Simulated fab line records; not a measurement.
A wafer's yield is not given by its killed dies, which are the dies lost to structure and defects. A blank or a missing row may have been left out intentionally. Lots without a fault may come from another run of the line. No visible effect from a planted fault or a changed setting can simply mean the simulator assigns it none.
Chamber matching + flow n5-finfet + 4 sister chambers for N5_GATE_CUT_CMP_02 on cmp-04
The step polishes, stops on SiO2, t overpolish 12.7 s, target thk 0 nm. 14 wafers are shown with their chamber, then 7 later ones without.

EACH WAFER AND ITS CHAMBER
| wafer  | chamber | motor-current-A (A) | time-to-endpoint-s (s) | overpolish-run-s (s) |
|--------|---------|---------------------|------------------------|----------------------|
| L077.2 | 1       | 9.3                 | 22.9                   | 12.711               |
| L077.5 | 0       | 9.1                 | 22.6                   | 12.697               |
| L077.6 | 3       | 9.6                 | 24.1                   | 12.694               |
| L079.2 | 2       | 8.4                 | 24.4                   | 12.699               |
| L079.4 | 3       | 9.8                 | 24.0                   | 12.698               |
| L079.5 | 0       | 9.4                 | 21.8                   | 12.699               |
| L082.1 | 1       | 9.7                 | 22.4                   | 12.704               |
| L082.4 | 0       | 9.4                 | 25.4                   | 12.708               |
| L082.5 | 1       | 9.5                 | 24.1                   | 12.682               |
| L082.2 | 2       | 8.7                 | 22.0                   | 12.709               |
| L082.3 | 3       | 8.9                 | 24.2                   | 12.698               |
| L082.6 | 2       | 8.6                 | 24.2                   | 12.699               |
| L087.1 | 0       | 8.8                 | 24.6                   | 12.701               |
| L087.3 | 2       | 9.1                 | 25.4                   | 12.706               |

SIGNATURES (means of the wafers above)
| reading            | chamber 0 | chamber 1 | chamber 2 | chamber 3 | scatter within a chamber |
|--------------------|-----------|-----------|-----------|-----------|--------------------------|
| motor-current-A    | 9.175     | 9.500     | 8.700     | 9.433     | 0.322                    |
| time-to-endpoint-s | 23.600    | 23.133    | 24.000    | 24.100    | 1.27                     |
| overpolish-run-s   | 12.70125  | 12.69900  | 12.70325  | 12.69667  | 0.00784                  |
Rule: distance of a wafer from a chamber = root of the sum over the readings of ((wafer's reading minus chamber's mean) / reading's scatter) squared. If the next closest chamber is less than 2 further off than the closest, the wafer can't be placed; otherwise it belongs to the closest. The scatter is the square root of a quotient: the sum, over the shown wafers, of each reading's squared deviation from its chamber's mean, divided by wafers minus chambers.

WAFERS WITHOUT THEIR CHAMBER
| wafer  | motor-current-A (A) | time-to-endpoint-s (s) | overpolish-run-s (s) |
|--------|---------------------|------------------------|----------------------|
| L087.5 | 9.1                 | 22.8                   | 12.698               |
| L092.2 | 9.2                 | 24.8                   | 12.706               |
| L092.3 | 9.0                 | 25.0                   | 12.694               |
| L092.5 | 8.8                 | 19.8                   | 12.706               |
| L095.3 | 8.4                 | 26.3                   | 12.704               |
| L095.4 | 8.9                 | 25.4                   | 12.700               |
| L095.5 | 8.3                 | 25.2                   | 12.696               |

WHICH CHAMBER EACH ONE RAN IN
| wafer  | from the rows above               | in truth |
|--------|-----------------------------------|----------|
| L087.5 | can't be placed: 0 or 1 or 3 or 2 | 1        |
| L092.2 | can't be placed: 0 or 3 or 2 or 1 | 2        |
| L092.3 | can't be placed: 0 or 3 or 2 or 1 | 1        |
| L092.5 | can't be placed: 0 or 2 or 1 or 3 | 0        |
| L095.3 | can't be placed: 2 or 0 or 3      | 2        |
| L095.4 | can't be placed: 2 or 0 or 3 or 1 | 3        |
| L095.5 | can't be placed: 2 or 0 or 3      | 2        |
Correctly placed: 0 of 7. These rows do not allow placing 7 (true chamber among the candidates in 7). 0 placed wrongly.
